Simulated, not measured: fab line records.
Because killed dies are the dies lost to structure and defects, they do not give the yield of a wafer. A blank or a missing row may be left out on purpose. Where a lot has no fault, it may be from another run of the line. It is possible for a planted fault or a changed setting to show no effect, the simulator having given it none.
8D (eight disciplines) problem report, filled in by code -- flow n5 finfet -- the parts of the form that need people (team, actions taken, sign-off) are left out

== 1. PROBLEM STATEMENT ==
At N5_PASSIVATION_PECVD_53, susceptor temp C averages 375.17 C over 2 wafers from 2 lots, while fault-free wafers read 399.99 C, standard deviation 0.21. That is -99 or more standard deviations from the usual mean.
The step: deposits SiO2 from TEOS/O2, target thk 800 nm, time 169.4 s.
Seen first at day 14 17:50 on pecvd-02, wafer L319.5. The record holds 30 wafers of 10 lots with a number at this step. Rule for "out" (also "out of limits"): further than 4 standard deviations from the usual mean. The other wafers with a number count as sound.

== 2. WHAT IT IS, AND WHAT IT ISN'T ==
question,is,is not
which readings at this step,susceptor temp C,chamber pressure Torr
which lots,"L319, L321","L310, L311, L312, L323, L325, L328, L329, L332"
which wafers of those lots,"L319.5, L321.6","L319.4, L319.6, L321.1, L321.2"
read on which tools,pecvd-02,"pecvd-03, pecvd-04"
when,from day 14 17:50,"up to then (11 sound wafers); but 17 sound wafers of L321, L323, L325, L328, L329, L332 came after"

== 3. THE SUSPECTS, EACH WITH WHAT RULES IT OUT ==
Counting: a tool at a process step up to the reading stays a suspect if it ran every lot that is out. Sound lots after the first of them don't rule it out here, since some wafers of a struck lot are sound.
- ald hk-01 at N5_MIM_TOP_ALD_02 (deposits Al2O3, purge time 3 s, co reactant pulse time 3 s): kept. Ran every lot that is out, first one L319 (day 14 11:01); last sound lot up to then L312 (day 12 05:13). Because N5_MIM_TOP_ALD_02 lacks a start for some lots, the hours and order of its lots are taken from N5_MIM_TOP_LITHO_OVL_MEAS_11.
- pecvd-02 at N5_PASSIVATION_PECVD_53 (deposits SiO2 from TEOS/O2, target thk 800 nm, time 169.4 s): kept. It ran every lot that is out, first L319 (day 14 17:50). On those wafers its own readings are out: susceptor temp C.
- pecvd-02, N5_PASSIVATION_PECVD_53: wafers that are out in chamber 2, sound lot-mates in chambers 0, 1.
The count leaves pecvd-02 at N5_PASSIVATION_PECVD_53 and ald hk-01 at N5_MIM_TOP_ALD_02.

== 4. THE CAUSE (what the simulator had put in) ==
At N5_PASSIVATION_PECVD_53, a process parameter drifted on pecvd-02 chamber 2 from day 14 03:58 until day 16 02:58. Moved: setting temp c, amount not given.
This tool is one of the 2 suspects left after counting.

== 5. THE EFFECT CHAIN, in route order ==
One row per reading whose mean, taken over the struck wafers that have a number, lies over 3 standard deviations from the usual. Only readings for which the record gives a usual standard deviation are gone through. hours: the time from each lot's start at the first step in this table that gives one to its start at this step, as a median over the lots. sigmas: the change in usual standard deviations.
hours,step,reading,usual,on struck wafers,change,sigmas
0,N5_PASSIVATION_PECVD_53,susceptor temp C,399.99 C,375.17,-24.82,-99 or more
4,N5_PASSIVATION_PROBE_49,defect limited yield,91.3 %,0.1,-91.2,-65
4,N5_PASSIVATION_PROBE_49,killed at other,4.1,1060.5,+1056.4,+99 or more
4,N5_PASSIVATION_PROBE_49,killed dies,103,1179,+1076,+63
4,N5_PASSIVATION_PROBE_49,killed on rim,13,151,+138,+34
4,N5_PASSIVATION_PROBE_49,sort_bin_5_function,5.1 %,95.2,+90.1,+99 or more
4,N5_PASSIVATION_PROBE_49,sort n pass,1077,1,-1076,-63
4,N5_PASSIVATION_PROBE_49,sort yield pct,91.3 %,0.1,-91.2,-65
The process steps in it:
- N5_PASSIVATION_PECVD_53: deposits SiO2 from TEOS/O2, target thk 800 nm, time 169.4 s.
- N5_PASSIVATION_PROBE_49

== 6. WHAT WOULD HAVE CAUGHT IT SOONER ==
In this record the first reading out of limits was taken at day 14 17:50, 14 hours after the fault began at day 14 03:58.
